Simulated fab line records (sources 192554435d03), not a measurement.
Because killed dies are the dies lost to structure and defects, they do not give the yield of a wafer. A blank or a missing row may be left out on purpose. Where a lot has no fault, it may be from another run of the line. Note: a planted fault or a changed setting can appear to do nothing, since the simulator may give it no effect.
Chamber matching | flow n5 finfet | 4 sister chambers for N5_FIN_SAQP_DESCUM_21 on rie diel-02
The step chemistry O2, time 7.9 s. 14 wafers are shown with their chamber, then 7 later ones without.

== WAFERS WITH THEIR CHAMBER ==
wafer  | chamber | oes product au (a.u.) | showerhead plenum p Torr (Torr) | throttle valve pct (%)
L075.3 | 2       | 0.68                  | 1.99                            | 20.62
L075.4 | 3       | 0.77                  | 2.08                            | 20.40
L075.5 | 1       | 0.74                  | 2.06                            | 20.48
L078.2 | 0       | 0.95                  | 2.16                            | 20.42
L078.5 | 0       | 0.94                  | 2.16                            | 20.44
L078.6 | 1       | 0.75                  | 2.06                            | 20.47
L083.1 | 3       | 0.76                  | 2.07                            | 20.40
L083.2 | 2       | 0.67                  | 1.98                            | 20.64
L083.5 | 3       | 0.76                  | 2.08                            | 20.41
L084.1 | 0       | 0.93                  | 2.15                            | 20.44
L084.3 | 2       | 0.66                  | 1.98                            | 20.62
L084.5 | 3       | 0.76                  | 2.07                            | 20.42
L085.3 | 1       | 0.73                  | 2.05                            | 20.48
L085.5 | 0       | 0.93                  | 2.15                            | 20.45

SIGNATURES, as means of the wafers listed above
reading                  | chamber 0 | chamber 1 | chamber 2 | chamber 3 | scatter within a chamber
oes product au           | 0.9375    | 0.7400    | 0.6700    | 0.7625    | 0.00866
showerhead plenum p Torr | 2.1550    | 2.0567    | 1.9833    | 2.0750    | 0.00577
throttle valve pct       | 20.4375   | 20.4767   | 20.6267   | 20.4075   | 0.0104
Rule: for a wafer and a chamber, the distance is found by dividing, reading by reading, the gap between the wafer's reading and the chamber's mean by the reading's scatter, squaring, summing and taking the root. The wafer belongs to the nearest chamber; if the next one is less than 2 further off, it can't be placed. The scatter: take each reading less its chamber's mean, square it, sum over the shown wafers, divide by the number of wafers less the number of chambers, and take the root.

== WAFERS MISSING THEIR CHAMBER ==
wafer  | oes product au (a.u.) | showerhead plenum p Torr (Torr) | throttle valve pct (%)
L085.6 | 0.76                  | 2.07                            | 20.45
L089.2 | 0.91                  | 2.15                            | 20.47
L089.4 | 0.73                  | 2.05                            | 20.50
L089.5 | 0.75                  | 2.07                            | 20.45
L090.1 | 0.91                  | 2.15                            | 20.46
L090.4 | 0.91                  | 2.15                            | 20.45
L090.6 | 0.75                  | 2.07                            | 20.45

== THE CHAMBER EACH PASSED THROUGH ==
wafer  | from the rows above     | in truth
L085.6 | can't be placed: 1 or 3 | 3
L089.2 | 0                       | 0
L089.4 | 1                       | 1
L089.5 | can't be placed: 1 or 3 | 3
L090.1 | 0                       | 0
L090.4 | 0                       | 0
L090.6 | can't be placed: 1 or 3 | 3
4 of 7 placed correctly. Unplaceable from these rows: 3, with the true chamber sitting among the candidates in 3. 0 placed wrongly.
